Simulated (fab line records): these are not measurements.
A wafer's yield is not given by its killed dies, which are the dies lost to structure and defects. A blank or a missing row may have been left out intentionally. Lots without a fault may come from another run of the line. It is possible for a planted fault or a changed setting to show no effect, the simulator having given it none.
fab line records    flow n5Finfet
record: lots: 9  wafers: 24  lastDay: 16
route steps=1938 shown FIN_SAQP@97 BEOL_M4@1111 PASSIVATION@1936
lots that met no fault: from a run of the same line without faults
startH: hours from the record's first day to the start of the lot's first wafer shown    waitH: time in hours since the lot's previous step    " same as the row above    L1.1+2: a row that stands for several wafers    - no value, or no start given    * or withheld: withheld    < > ~ a bound
route shown NAME@n: names a module that has steps shown in the file, with the first one's number in the route    usual: the fault-free wafers' mean and standard deviation    same: alike in all rows    chamber/n: place in a boat    sites: per-site readings    _std_site: their standard deviation    _edge_site: mean of outer sites minus mean of inner sites    radiusMm: for every site, how far away it sits from the centre of the wafer    mask NAME#n: copy n    behind: the most recent tool/chamber to have shaped the wafer    hold: why the lot went on hold/how many hours it stayed there/how the hold came to an end    device: the n, p or np transistor that did not switch    end of line: tests of these same wafers at the route's end    for a step that has no rows: nothing shown but its recipe    killed: dies that structure and defects cost at the first sort, which is not the same as the wafer's yield    map: shows each die of a wafer: x if killed, . if not, _ if none is there
set.NAME: the setting as run; set.NAME@STEP: as run at that earlier step    model.NAME: the simulator's own value behind a step, which no gauge read
steps of the route over a sample of lots; a table a step, a row a wafer
services: the hour from which a tool's chamber was out of use, counted from the record's first day as startH (under 0 if before that day), plus the number of hours and why
== steps ==
step: N5_FIN_SAQP_THK_MEAS_05
usual: thkNm: 37.9/0.48
lot.wafer  tool          chamber  startH  waitH  thkNm
L379.2     filmMetro-01  -        21.47   0.1    38.0
L379.3     "             -        "       "      38.0
L379.4     "             -        "       "      37.8
L381.1     filmMetro-02  -        32.89   0.1    37.8
L381.3     "             -        "       "      37.9
L381.4     "             -        "       "      38.2
L387.1     filmMetro-01  -        70.52   0.1    37.7
L387.2     "             -        "       "      37.1
L387.6     "             -        "       "      37.9
L390.2     filmMetro-02  -        86.46   0.1    37.6
L390.3     "             -        "       "      38.1
L392.2     filmMetro-02  -        101.23  0.1    37.9
L392.6     "             -        "       "      38.1
L394.5     filmMetro-02  -        110.88  0.0    38.9
L394.6     "             -        "       "      39.1
L395.1     filmMetro-01  -        117.07  0.1    37.6
L395.3     "             -        "       "      37.4
L395.5     "             -        "       "      38.2
L396.2     filmMetro-02  -        122.83  0.1    37.2
L396.3     "             -        "       "      37.4
L396.4     "             -        "       "      37.9
L397.1     filmMetro-01  -        128.31  0.1    38.3
L397.2     "             -        "       "      37.7
L397.5     "             -        "       "      39.1
step: N5_FIN_SAQP_PECVD_47
recipe: material: a-Si  targetThkA: 450  tempC: 400  precursor: SiH4/He  pressureTorr: 3  rfW: 100  timeS: 36.3
usual: heaterPowerW: 899/110  showerheadPlenumPTorr: 5.70/0.041  showerheadVppV: 630/30  throttleValvePct: 18.0/0.77
lot.wafer  tool      chamber  startH  waitH  heaterPowerW  showerheadPlenumPTorr  showerheadVppV  sinceWetCleanH  throttleValvePct
L379.2     pecvd-01  0        21.51   0.0    739           5.66                   653             544             17.9
L379.3     "         2        "       "      950           5.74                   586             1994            17.6
L379.4     "         1        "       "      1003          5.70                   636             -               18.7
L381.1     pecvd-04  0        32.93   0.0    870           5.68                   656             737             17.1
L381.3     "         1        "       "      949           5.66                   671             -               19.3
L381.4     "         0        "       "      877           5.66                   660             -               17.5
L387.1     pecvd-04  1        70.56   0.0    963           5.65                   666             1499            19.3
L387.2     "         2        "       "      972           5.73                   592             20              16.9
L387.6     "         0        "       "      953           5.67                   654             -               17.7
L390.2     pecvd-04  1        86.50   0.0    1043          5.65                   679             1515            19.3
L390.3     "         2        "       "      904           5.72                   590             36              17.0
L392.2     pecvd-04  2        101.27  0.0    939           5.73                   590             51              16.8
L392.6     "         2        "       "      972           5.72                   593             -               16.9
L394.5     pecvd-04  1        110.93  0.1    1020          5.66                   661             -               19.2
L394.6     "         0        "       "      1038          5.66                   651             -               17.6
L395.1     pecvd-01  0        117.11  0.0    747           5.65                   651             640             18.4
L395.3     "         1        "       "      1011          5.70                   643             1365            18.7
L395.5     "         0        "       "      723           5.65                   631             -               18.3
L396.2     pecvd-02  1        122.87  0.0    767           5.69                   631             1914            18.5
L396.3     "         0        "       "      914           5.78                   615             1189            17.9
L396.4     "         2        "       "      754           5.68                   637             -               17.6
L397.1     pecvd-01  0        128.35  0.0    782           5.65                   647             651             18.3
L397.2     "         2        "       "      968           5.76                   573             2101            17.8
L397.5     "         0        "       "      788           5.65                   651             -               18.1
step: N5_FIN_SAQP_PECVD_48
recipe: material: SiNx  targetThkA: 250  tempC: 400  precursor: SiH4/NH3/N2  pressureTorr: 1.5  rfW: 300  timeS: 22.1
usual: heaterPowerW: 834/110  showerheadPlenumPTorr: 5.18/0.055  showerheadVppV: 1093/52  throttleValvePct: 39.5/1.7
lot.wafer  tool      chamber  startH  waitH  heaterPowerW  showerheadPlenumPTorr  showerheadVppV  sinceWetCleanH  throttleValvePct
L379.2     pecvd-01  0        21.55   0.0    790           5.12                   1102            544             39.8
L379.3     "         2        "       "      929           5.26                   999             1994            39.1
L379.4     "         1        "       "      828           5.18                   1118            -               41.1
L381.1     pecvd-04  0        32.99   0.0    869           5.14                   1137            737             38.0
L381.3     "         1        "       "      1000          5.11                   1161            -               42.4
L381.4     "         0        "       "      872           5.15                   1139            -               38.1
L387.1     pecvd-04  1        70.60   0.0    875           5.14                   1157            1499            42.1
L387.2     "         2        "       "      923           5.21                   1015            20              36.8
L387.6     "         0        "       "      934           5.14                   1138            -               37.9
L390.2     pecvd-04  1        86.54   0.0    916           5.12                   1155            1515            42.3
L390.3     "         2        "       "      828           5.22                   1019            36              36.9
L392.2     pecvd-04  2        101.31  0.0    916           5.22                   1019            51              36.8
L392.6     "         2        "       "      906           5.21                   1022            -               36.8
L394.5     pecvd-04  1        110.97  0.0    888           5.11                   1158            -               42.5
L394.6     "         0        "       "      984           5.16                   1142            -               38.2
L395.1     pecvd-01  0        117.15  0.0    730           5.14                   1130            640             39.8
L395.3     "         1        "       "      908           5.18                   1113            1365            41.2
L395.5     "         0        "       "      729           5.12                   1134            -               39.8
L396.2     pecvd-02  1        122.91  0.0    710           5.17                   1088            1914            40.7
L396.3     "         0        "       "      864           5.30                   1061            1189            39.1
L396.4     "         2        "       "      551           5.16                   1094            -               38.3
L397.1     pecvd-01  0        128.39  0.0    780           5.13                   1098            651             40.0
L397.2     "         2        "       "      832           5.26                   995             2101            39.1
L397.5     "         0        "       "      779           5.12                   1127            -               39.9
step: N5_FIN_SAQP_ETCH_57
recipe: chemistry: CH3F/O2  target: SiNx  maskMaterial: SiO2  targetDepthA: 325  timeS: 46.4  pressureMtorr: 30  sourceW: 395  biasW: 73  Ar_flow_sccm: 150  CH3F_flow_sccm: 30  O2_flow_sccm: 20  ionEnergyEv: 120  ends: cleared
usual: chamberPressureMTorr: 30.002/0.028  drypumpMotorCurrentA: 5.7/0.44  etchRfOnTimeS: 46.2/0.87  oesProductAu: 0.66/0.057  rfVppV: 297/5.6  showerheadPlenumPTorr: 2.03/0.058  throttleValvePct: 16.28/0.17
lot.wafer  tool        chamber  startH  waitH  chamberPressureMTorr  drypumpMotorCurrentA  etchRfOnTimeS  oesProductAu  rfHoursCounterH  rfVppV  showerheadPlenumPTorr  throttleValvePct
L379.2     rieDiel-01  1        24.85   0.0    30.018                5.1                   44.7           0.64          179              296     2.08                   16.30
L379.3     "           3        "       "      30.046                6.2                   47.2           0.58          245              285     1.90                   16.63
L379.4     "           0        "       "      30.000                5.8                   46.7           0.68          107              289     2.02                   16.15
L381.1     rieDiel-01  2        35.94   0.0    30.009                4.8                   46.2           0.66          126              305     1.93                   16.38
L381.3     "           3        "       "      30.013                6.1                   48.5           0.58          248              283     1.90                   16.62
L381.4     "           0        "       "      30.020                5.8                   47.6           0.68          110              291     2.02                   16.14
L387.1     rieDiel-04  1        73.62   0.0    29.970                6.0                   44.8           0.79          7                304     2.06                   16.41
L387.2     "           0        "       "      29.997                6.1                   46.5           0.66          133              295     2.00                   16.49
L387.6     "           1        "       "      30.001                6.0                   45.5           0.81          -                304     2.06                   16.41
L390.2     rieDiel-03  0        91.01   0.3    30.050                5.4                   46.0           0.71          74               294     2.11                   16.05
L390.3     "           2        "       "      30.046                5.2                   73.5           0.68          137              295     2.00                   16.12
L392.2     rieDiel-04  1        104.15  0.0    30.023                6.0                   45.5           0.77          17               304     2.06                   16.44
L392.6     "           1        "       "      29.979                6.0                   73.9           0.78          -                302     2.05                   16.44
L394.5     rieDiel-01  2        114.41  0.1    30.003                4.8                   46.6           0.64          -                306     1.92                   16.42
L394.6     "           3        "       "      29.995                6.1                   74.2           0.76          -                290     2.14                   16.15
L395.1     rieDiel-04  0        120.17  0.0    30.019                6.1                   46.3           0.65          150              294     1.99                   16.52
L395.3     "           2        "       "      30.021                6.1                   46.1           0.61          220              302     1.98                   16.29
L395.5     "           3        "       "      30.041                5.9                   46.5           0.63          -                299     2.07                   16.32
L396.2     rieDiel-01  3        126.42  0.0    30.014                6.2                   46.0           0.75          24               289     2.14                   16.17
L396.3     "           1        "       "      29.966                5.1                   45.0           0.61          217              297     2.07                   16.38
L396.4     "           0        "       "      29.971                5.8                   46.9           0.66          139              291     2.01                   16.20
L397.1     rieDiel-03  3        131.38  0.1    30.030                5.9                   45.9           0.57          234              288     2.06                   16.41
L397.2     "           2        "       "      29.988                5.2                   44.2           0.67          151              295     2.00                   16.15
L397.5     "           1        "       "      29.951                5.4                   46.5           0.67          -                301     2.00                   16.05
step: N5_FIN_SAQP_RECESS_71
recipe: chemistry: HF/NH3  target: SiO2  targetDepthA: 30  afsCycles: 1  tempC: 30  sublimationTempC: 180  sublimationTimeS: 60
usual: drypumpMotorCurrentA: 5.4/0.4
lot.wafer  tool          chamber  startH  waitH  drypumpMotorCurrentA
L379.2     vaporEtch-01  1        25.75   0.1    5.9
L379.3     "             0        "       "      5.1
L379.4     "             1        "       "      5.9
L381.1     vaporEtch-01  0        36.77   0.0    5.1
L381.3     "             1        "       "      5.9
L381.4     "             0        "       "      5.1
L387.1     vaporEtch-01  1        74.45   0.0    5.9
L387.2     "             0        "       "      5.1
L387.6     "             1        "       "      5.9
L390.2     vaporEtch-02  1        91.84   0.0    5.8
L390.3     "             1        "       "      5.8
L392.2     vaporEtch-02  0        105.07  0.0    5.0
L392.6     "             1        "       "      5.8
L394.5     vaporEtch-02  1        115.28  0.1    5.8
L394.6     "             0        "       "      5.0
L395.1     vaporEtch-02  1        121.00  0.0    5.8
L395.3     "             0        "       "      5.0
L395.5     "             0        "       "      5.0
L396.2     vaporEtch-02  0        127.31  0.0    5.0
L396.3     "             0        "       "      5.0
L396.4     "             1        "       "      5.8
L397.1     vaporEtch-02  1        132.21  0.0    5.8
L397.2     "             0        "       "      5.0
L397.5     "             0        "       "      5.0
step: N5_BEOL_M4_RC_MEAS_101
usual: DIBL_N: 36.2/1.7  DIBL_P: 36.2/2.2  IOFF_N: 0.16/0.035  IOFF_P: 0.21/0.042  ION_N: 673/13  ION_P: 462/7.9  SS_N: 71.4/0.59  SS_P: 73.2/0.7  VT_N: 250/3.6  VT_P: -251/3.5
lot.wafer  tool       chamber  startH  waitH  DIBL_N[mV/V]  DIBL_P[mV/V]  IOFF_N[nA/um]  IOFF_P[nA/um]  ION_N[uA/um]  ION_P[uA/um]  SS_N[mV/dec]  SS_P[mV/dec]  VT_N[mV]  VT_P[mV]
L379.2     prober-01  0        158.81  0.2    39.5          39.9          0.20           0.24           672           458           72.9          74.6          248       -248
L379.3     "          0        "       "      37.5          36.7          0.17           0.20           681           461           71.9          74.5          253       -251
L379.4     "          0        "       "      34.2          33.5          0.11           0.15           642           443           71.0          72.4          256       -256
L381.1     prober-01  0        173.48  0.0    33.7          35.2          0.14           0.21           667           469           70.5          72.9          252       -250
L381.3     "          0        "       "      35.4          37.1          0.16           0.23           674           473           71.1          73.2          250       -248
L381.4     "          0        "       "      35.9          37.6          0.18           0.23           682           473           71.9          74.0          248       -250
L387.1     prober-01  0        218.85  0.0    35.0          34.7          0.13           0.21           654           466           71.3          72.4          254       -251
L387.2     "          0        "       "      37.7          37.1          0.17           0.25           668           464           71.3          73.0          250       -247
L387.6     "          0        "       "      35.9          35.6          0.14           0.24           655           464           70.4          72.9          252       -247
L390.2     prober-01  0        240.28  0.2    33.6          32.4          0.11           0.16           655           450           70.5          71.7          251       -253
L390.3     "          0        "       "      35.7          35.6          0.14           0.21           661           459           70.5          73.2          249       -251
L392.2     prober-02  0        247.97  0.2    36.2          34.2          0.14           0.17           679           460           72.2          73.1          252       -255
L392.6     "          0        "       "      37.3          35.9          0.15           0.19           674           461           71.6          72.7          253       -251
L394.5     prober-02  0        251.53  0.6    33.5          33.6          0.12           0.18           668           463           70.9          72.8          255       -253
L394.6     "          0        "       "      37.8          38.1          0.20           0.26           684           464           71.9          74.1          247       -247
L395.1     prober-02  0        253.65  0.0    34.7          33.5          0.11           0.16           652           449           70.9          72.8          255       -254
L395.3     "          0        "       "      32.8          31.6          0.10           0.13           648           441           70.4          72.4          258       -256
L395.5     "          0        "       "      34.0          32.5          0.11           0.15           664           447           70.9          72.4          254       -256
L396.2     prober-02  0        277.09  0.2    36.2          35.5          0.16           0.21           670           465           71.2          73.1          251       -249
L396.3     "          0        "       "      35.4          35.1          0.16           0.21           677           468           71.6          73.0          249       -249
L396.4     "          0        "       "      36.9          37.5          0.17           0.24           676           462           72.2          73.1          249       -249
L397.1     prober-02  0        281.11  0.0    32.5          32.9          0.10           0.15           654           455           71.2          72.3          256       -254
L397.2     "          0        "       "      32.4          31.6          0.10           0.14           648           446           70.5          72.4          256       -255
L397.5     "          0        "       "      32.2          30.7          0.09           0.13           648           446           70.4          72.3          258       -258
step: N5_PASSIVATION_PROBE_49
usual: defectLimitedYield: 91.4/1.4  killed_at_M0_to_M3: 31/10  killed_at_M4_up: 14/5.6  killedAtContacts: 13/6.3  killedAtFrontEnd: 39/10  killedAtOther: 4/3.1  killedDies: 101/16  killedOpen: 65/13  killedShort: 34/7.2  sort_bin_5_function: 5.1/0.88  sort_bin_6_memory: 3.2/0.66  sort_bin_8_speed: 0.00/0.007  sortNPass: 1079/16  sortYieldPct: 91.4/1.4
same: grossDies: 1180  killedAtBackSide: 0  sort_bin_4_leakage[%]: 0
lot.wafer  tool       chamber  startH  waitH  defectLimitedYield[%]  killed_at_M0_to_M3  killed_at_M4_up  killedAtContacts  killedAtFrontEnd  killedAtOther  killedDies  killedOpen  killedShort  sort_bin_5_function[%]  sort_bin_6_memory[%]  sort_bin_8_speed[%]  sortNPass  sortYieldPct[%]
L379.2     prober-01  -        274.71  0.1    88.6                   45                  10               18                58                3              134         97          34           6.7                     4.2                   0                    1046       88.6
L379.3     prober-01  -        274.76  0.1    90.1                   32                  15               11                57                2              117         75          40           6.1                     3.4                   0                    1063       90.1
L379.4     prober-01  -        274.81  0.2    91.8                   30                  12               15                38                2              97          65          32           4.4                     3.6                   0                    1083       91.8
L387.1     prober-02  -        325.07  0.0    91.8                   43                  8                7                 38                1              97          57          40           5.0                     3.0                   0                    1083       91.8
L387.2     prober-02  -        325.12  0.1    90.7                   37                  13               8                 50                2              110         64          45           5.0                     3.3                   0                    1070       90.7
L387.6     prober-02  -        325.32  0.3    91.4                   22                  11               7                 48                13             101         55          44           5.3                     2.6                   0                    1079       91.4
L390.2     prober-01  -        340.85  0.1    93.1                   22                  13               11                33                3              82          45          35           3.8                     2.9                   0                    1098       93.1
L390.3     prober-01  -        340.90  0.1    89.0                   38                  33               2                 54                3              130         90          39           6.9                     3.5                   0                    1050       89.0
L395.1     prober-02  -        361.99  0.0    91.6                   16                  15               25                43                0              99          63          36           4.5                     3.6                   0                    1081       91.6
L395.3     prober-02  -        362.09  0.1    93.1                   25                  13               6                 32                5              81          50          29           4.5                     2.2                   0                    1099       93.1
L395.5     prober-02  -        362.19  0.2    90.8                   24                  18               21                44                1              108         67          39           5.1                     3.6                   0                    1072       90.8
L394.5     prober-01  -        362.32  0.2    91.9                   30                  17               13                33                3              96          65          29           4.9                     2.6                   0                    1084       91.9
L394.6     prober-01  -        362.37  0.3    92.1                   22                  20               15                36                0              93          64          26           5.2                     2.5                   0                    1087       92.1
killed by level:class
L379.2 STI_FIN_REVEAL:geometricParticle:open=16 MOL_CONTACT_COAG:geometricParticle:open=15 FIN_SAQP:geometricParticle:open=14 BEOL_M0_SAQP:geometricParticle:open=10 BEOL_M3:geometricParticle:open=10 BEOL_M0_SAQP:geometricParticle:short=9 FIN_SAQP:geometricParticle:short=8 BEOL_M1:geometricParticle:open=4
L379.3 FIN_SAQP:geometricParticle:open=11 STI_FIN_REVEAL:geometricParticle:open=10 MOL_CONTACT_COAG:geometricParticle:open=10 FIN_SAQP:geometricParticle:short=9 BEOL_M0_SAQP:geometricParticle:open=7 ILD0:geometricParticle:short=6 BEOL_M0_SAQP:geometricParticle:short=6 BEOL_M2:geometricParticle:open=6
L379.4 MOL_CONTACT_COAG:geometricParticle:open=10 FIN_SAQP:geometricParticle:open=9 STI_FIN_REVEAL:geometricParticle:open=7 BEOL_M3:geometricParticle:open=6 BEOL_M1:geometricParticle:open=6 FIN_SAQP:geometricParticle:short=5 BEOL_M0_SAQP:geometricParticle:open=5 MOL_CONTACT_COAG:geometricParticle:short=5
L387.1 GATE_CUT:geometricParticle:short=12 BEOL_M2:geometricParticle:open=10 BEOL_M4:geometricParticle:open=6 GATE_CUT:geometricParticle:open=6 BEOL_M3:geometricParticle:open=6 BEOL_M0_SAQP:geometricParticle:short=5 BEOL_M0_SAQP:geometricParticle:open=5 BEOL_M0:geometricParticle:short=4
L387.2 BEOL_M2:geometricParticle:open=13 STI_FIN_REVEAL:geometricParticle:open=10 GATE_CUT:geometricParticle:short=10 BEOL_M0_SAQP:geometricParticle:open=7 FIN_SAQP:geometricParticle:short=5 FIN_SAQP:geometricParticle:open=5 BEOL_M0_SAQP:geometricParticle:short=5 MOL_CONTACT_COAG:geometricParticle:open=5
L387.6 FIN_SAQP:geometricParticle:short=9 BEOL_M0_SAQP:geometricParticle:short=9 MOL_CONTACT_COAG:geometricParticle:open=7 FIN_SAQP:geometricParticle:open=6 GATE_CUT:geometricParticle:short=6 BEOL_M0_SAQP:geometricParticle:open=6 STI_FIN_REVEAL:geometricParticle:open=5 PASS1_DEP:geometricParticle:open=5
L390.2 FIN_SAQP:geometricParticle:short=9 MOL_CONTACT_COAG:geometricParticle:open=8 BEOL_M1:geometricParticle:open=7 BEOL_M4:geometricParticle:open=7 STARTING-WAFER:geometricParticle:short=6 DUMMY_GATE:geometricParticle:open=5 FIN_SAQP:geometricParticle:open=4 BEOL_M0_SAQP:geometricParticle:short=4
L390.3 BEOL_M4:geometricParticle:open=21 FIN_SAQP:geometricParticle:open=13 BEOL_M1:geometricParticle:open=12 FIN_SAQP:geometricParticle:short=11 GATE_CUT:geometricParticle:open=8 GATE_CUT:geometricParticle:short=6 BEOL_M0:geometricParticle:open=6 BEOL_M3:geometricParticle:open=6
L395.1 MOL_CONTACT_COAG:geometricParticle:open=19 FIN_SAQP:geometricParticle:short=9 BEOL_M4:geometricParticle:open=9 FIN_SAQP:geometricParticle:open=8 GATE_CUT:geometricParticle:short=8 MOL_CONTACT_COAG:geometricParticle:short=6 BEOL_M0_SAQP:geometricParticle:open=5 STARTING-WAFER:geometricParticle:open=5
L395.3 BEOL_M2:geometricParticle:open=7 FIN_SAQP:geometricParticle:short=6 MOL_CONTACT_COAG:geometricParticle:open=6 GATE_CUT:geometricParticle:short=5 BEOL_M0_SAQP:geometricParticle:open=5 BEOL_M0_SAQP:geometricParticle:short=5 BEOL_M4:geometricParticle:open=5 FIN_SAQP:geometricParticle:open=4
L395.5 MOL_CONTACT_COAG:geometricParticle:open=20 FIN_SAQP:geometricParticle:short=17 BEOL_M4:geometricParticle:open=9 BEOL_M0_SAQP:geometricParticle:short=8 FIN_SAQP:geometricParticle:open=6 GATE_CUT:geometricParticle:short=6 BEOL_M0_SAQP:geometricParticle:open=6 BEOL_M2:geometricParticle:open=6
L394.5 MOL_CONTACT_COAG:geometricParticle:open=10 FIN_SAQP:geometricParticle:open=9 BEOL_M0_SAQP:geometricParticle:open=7 BEOL_M0_SAQP:geometricParticle:short=7 BEOL_M1:geometricParticle:open=6 BEOL_M5:geometricParticle:open=6 FIN_SAQP:geometricParticle:short=4 STI_FIN_REVEAL:geometricParticle:open=4
L394.6 BEOL_M4:geometricParticle:open=11 MOL_CONTACT_COAG:geometricParticle:open=10 FIN_SAQP:geometricParticle:open=8 DUMMY_GATE:geometricParticle:open=6 BEOL_M3:geometricParticle:short=6 MOL_CONTACT_COAG:geometricParticle:short=5 BEOL_M0_SAQP:geometricParticle:open=5 BEOL_M3:geometricParticle:open=5
== services ==
tool        chamber  startH  hours  kind
rieDiel-04  3        1.79    6.0    repair
rieDiel-03  3        3.37    46.7   repair
pecvd-04    -        9.80    0.4    repair
rieDiel-01  -        10.29   2.8    pm
rieDiel-03  2        11.22   15.4   repair
pecvd-04    2        21.12   -      clean
pecvd-04    2        21.12   -      consumableReplace:showerhead
pecvd-04    2        21.12   29.0   scheduledDown
pecvd-04    2        21.12   29.0   ventCycle
pecvd-01    1        29.62   5.5    scheduledDown
rieDiel-01  3        43.78   -      clean
rieDiel-01  3        43.78   -      consumableReplace:focusRing
rieDiel-01  3        43.78   -      consumableReplace:showerhead
rieDiel-01  3        43.78   15.0   scheduledDown
rieDiel-01  3        43.78   15.0   ventCycle
rieDiel-01  0        51.63   3.6    repair
pecvd-04    1        62.42   5.5    scheduledDown
pecvd-04    0        74.30   5.5    scheduledDown
pecvd-01    -        83.17   6.0    pm
pecvd-01    -        89.86   14.6   pm
pecvd-04    -        92.00   5.5    pm
rieDiel-01  0        112.49  8.4    repair
pecvd-01    0        121.18  2.1    scheduledDown
pecvd-04    -        125.98  2.8    pm
== key ==
firstSign: step: N5_FIN_SAQP_ETCH_57  reading: etchRfOnTimeS  direction: up  sigmas: 32  usual: *  struck: *
effect none on later readings
metAt N5_FIN_SAQP_PECVD_48
struckLots L390,L392,L394
struckWafers L390.3,L392.6,L394.6
notActingAt N5_FIN_SAQP_THK_MEAS_05,N5_FIN_SAQP_PECVD_47,N5_FIN_SAQP_RECESS_71
onsetBetween 70.60 86.54
fault: kind: processParameterDrift  tool: pecvd-04  chamber: -  onsetH: 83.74  steps: N5_FIN_SAQP_PECVD_48  channel: timeS  offset: *  shape: step  endH: 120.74  scope: struckWafersOnly  actsIn: *  stated: *
